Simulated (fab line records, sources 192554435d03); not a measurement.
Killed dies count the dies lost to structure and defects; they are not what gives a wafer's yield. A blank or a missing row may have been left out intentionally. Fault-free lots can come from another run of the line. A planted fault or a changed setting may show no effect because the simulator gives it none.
Chamber matching + flow n5_finfet + 4 sister chambers for N5_FIN_SAQP_HM_OPEN_73 on rie_diel-01
The step chemistry CHF3/O2, target SiO2, stops on a-Si, target depth 12 nm, time 16.8 s. 14 wafers are shown with their chamber, then 7 later ones without.

## EACH WAFER AND ITS CHAMBER
| wafer  | chamber | showerhead_plenum_p_Torr (Torr) | rf_vpp_V (V) | drypump_motor_current_A (A) |
|--------|---------|---------------------------------|--------------|-----------------------------|
| L076.1 | 0       | 2.52                            | 514          | 6.4                         |
| L076.4 | 3       | 2.38                            | 523          | 5.9                         |
| L076.5 | 1       | 2.37                            | 529          | 5.8                         |
| L078.1 | 3       | 2.38                            | 523          | 6.0                         |
| L078.3 | 1       | 2.36                            | 529          | 5.8                         |
| L078.4 | 2       | 2.32                            | 522          | 6.6                         |
| L083.2 | 1       | 2.36                            | 529          | 5.8                         |
| L083.4 | 0       | 2.52                            | 514          | 6.4                         |
| L083.6 | 1       | 2.36                            | 531          | 5.7                         |
| L084.1 | 2       | 2.32                            | 522          | 6.5                         |
| L084.4 | 1       | 2.36                            | 530          | 5.8                         |
| L084.6 | 2       | 2.32                            | 521          | 6.5                         |
| L087.1 | 3       | 2.38                            | 524          | 5.9                         |
| L087.2 | 2       | 2.31                            | 523          | 6.6                         |

SIGNATURES (averages over the wafers above)
| reading                  | chamber 0 | chamber 1 | chamber 2 | chamber 3 | scatter within a chamber |
|--------------------------|-----------|-----------|-----------|-----------|--------------------------|
| showerhead_plenum_p_Torr | 2.5200    | 2.3620    | 2.3175    | 2.3800    | 0.00394                  |
| rf_vpp_V                 | 514.00    | 529.60    | 522.00    | 523.33    | 0.766                    |
| drypump_motor_current_A  | 6.400     | 5.780     | 6.550     | 5.933     | 0.0497                   |
Rule: a wafer lies at a distance from a chamber equal to the root of the sum of squares, over the readings, of (its reading less the chamber's mean, divided by the reading's scatter). If the next closest chamber is less than 2 further off than the closest, the wafer can't be placed; otherwise it belongs to the closest. The scatter: take each reading less its chamber's mean, square it, sum over the shown wafers, divide by the number of wafers less the number of chambers, and take the root.

## WAFERS MISSING THEIR CHAMBER
| wafer  | showerhead_plenum_p_Torr (Torr) | rf_vpp_V (V) | drypump_motor_current_A (A) |
|--------|---------------------------------|--------------|-----------------------------|
| L087.5 | 2.38                            | 522          | 6.0                         |
| L089.2 | 2.36                            | 529          | 5.8                         |
| L089.3 | 2.31                            | 521          | 6.6                         |
| L089.6 | 2.36                            | 530          | 5.8                         |
| L091.1 | 2.31                            | 522          | 6.5                         |
| L091.2 | 2.35                            | 530          | 5.8                         |
| L091.6 | 2.37                            | 523          | 6.0                         |

## WHICH CHAMBER EACH WENT THROUGH
| wafer  | from the rows above | in truth |
|--------|---------------------|----------|
| L087.5 | 3                   | 3        |
| L089.2 | 1                   | 1        |
| L089.3 | 2                   | 2        |
| L089.6 | 1                   | 1        |
| L091.1 | 2                   | 2        |
| L091.2 | 1                   | 1        |
| L091.6 | 3                   | 3        |
Correctly placed: 7 of 7. From these rows, 0 cannot be placed. Placed wrongly: 0.
